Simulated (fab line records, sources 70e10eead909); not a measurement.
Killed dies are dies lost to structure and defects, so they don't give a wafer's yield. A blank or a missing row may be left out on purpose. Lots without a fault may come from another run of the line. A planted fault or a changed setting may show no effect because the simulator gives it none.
A struck lot beside a sound one | flow nand_harc | 14 steps out of a route of 1302
Sound: wafers L825.3, L825.5, L825.6. Struck: wafers L833.1, L833.2, L833.4. The cause comes at the end.
At each step with rows: each side's tool, then ch and its chambers, then its first start. Under that, the readings that differ: sound wafers | struck wafers | difference of the means | sigmas: that difference in standard deviations of wafers without a fault.
alike: readings whose means differ by less than 2 such deviations, and words and numbers that are the same on both sides. not compared: withheld readings, readings that some wafer has no value for, bounds like >300 that may hide the same value, and numbers for which the record gives no deviation and whose values overlap.
The two part at a step that has a row with sigmas, a row that says differs or no value, or rows on one side only. Numbers that don't overlap but have no deviation are shown without sigmas and don't part them. A reading that every wafer of one side lacks parts them only if that side has two wafers or more.

first, 4 steps without rows for these wafers: NHARC_P_GATE_EBR_07; NHARC_P_GATE_EXPOSE_08 (exposes mask P HV); NHARC_P_GATE_PEB_09 (peb time 85 s); NHARC_P_GATE_DEVELOP_10 (time 70 s).
NHARC_P_GATE_CD_MEAS_11: target cd 1640 nm.
  sound on cd_sem-03 ch 0, day 7 13:04; struck on cd_sem-01 ch 0, day 10 12:28
  alike: cd_nm
then, 1 step without rows for these wafers: NHARC_P_GATE_HARDBAKE_12 (time 80 s).
NHARC_P_GATE_DESCUM_13: chemistry O2, time 3 s.
  sound on rie_diel-09 ch 1,2, day 7 13:14; struck on rie_diel-09 ch 0,1,3, day 10 12:38
  alike: drypump_motor_current_A, oes_product_au, rf_vpp_V, showerhead_plenum_p_Torr, throttle_valve_pct
  not compared: rf_hours_counter_h
then, 5 steps without rows for these wafers: NHARC_P_GATE_ETCH_14 (etches SiO2 in dHF, target depth 48.8 nm); NHARC_P_GATE_STRIP_15 (strips in SPM, time 780 s); NHARC_P_GATE_PRECLEAN_71 (cleans in SC1); NHARC_P_GATE_SRD_72; NHARC_P_GATE_OXIDE_16 (material SiO2, target thk 3 nm, ox time 392 s).
NHARC_P_GATE_CVD_17: deposits poly-Si, target thk 150 nm, time 900 s.
  sound on lpcvd_poly-04 ch 0, day 7 22:55; struck on lpcvd_poly-04 ch 0, day 11 01:16
NHARC_P_GATE_HM_DEP_102: deposits aC, target thk 120 nm.
  sound on acl_dep-02 ch 0, day 8 01:43; struck on acl_dep-03 ch 0, day 11 05:46
  alike: throttle_valve_pct

WHERE THEY PART
Nowhere in this record.

WHY: what the simulator had put in
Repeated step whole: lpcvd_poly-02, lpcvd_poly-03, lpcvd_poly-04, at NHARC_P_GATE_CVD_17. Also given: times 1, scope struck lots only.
